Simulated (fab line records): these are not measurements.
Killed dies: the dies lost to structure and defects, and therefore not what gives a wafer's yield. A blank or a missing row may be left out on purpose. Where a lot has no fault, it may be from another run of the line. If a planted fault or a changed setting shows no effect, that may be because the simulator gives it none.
Chamber matching    flow n5 finfet    N5_SD_EPI_N_ETCH_34 on rie diel-03: 4 sister chambers
The step etches SiARC in CF4, target depth 45.5 nm, time 75.8 s. 4 wafers are shown with their chamber, then 7 later ones without.

WAFERS PAIRED WITH THEIR CHAMBERS
wafer   chamber  drypump motor current A (A)
L078.1  0        5.5
L079.3  3        6.2
L082.3  2        5.8
L082.4  1        6.0

WAFERS WHOSE CHAMBER IS MISSING
wafer   drypump motor current A (A)
L082.5  6.0
L085.2  5.8
L085.4  6.1
L085.5  5.5
L097.1  6.1
L097.2  5.8
L097.4  6.1

WHICH CHAMBER EACH WENT THROUGH
wafer   from the rows above      in truth
L082.5  1                        1
L085.2  2                        2
L085.4  can't be placed: 1 or 3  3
L085.5  0                        0
L097.1  can't be placed: 1 or 3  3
L097.2  2                        2
L097.4  can't be placed: 1 or 3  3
Placed correctly: 4 of 7. Not placeable from these rows: 3 (in 3, the candidates include the true chamber). 0 placed wrongly.
How it was worked out, from the rows above alone: a wafer's distance from a chamber is the root of the sum, over the readings, of the square of ((its reading less the chamber's mean) divided by the reading's scatter). The wafer belongs to the nearest chamber; if the next one is less than 2 further off, it can't be placed. Each chamber's mean is taken over the wafers shown for it. The scatter: with one shown wafer a chamber, the root of the mean of the squares of how far each hidden wafer lies from its nearest shown one.
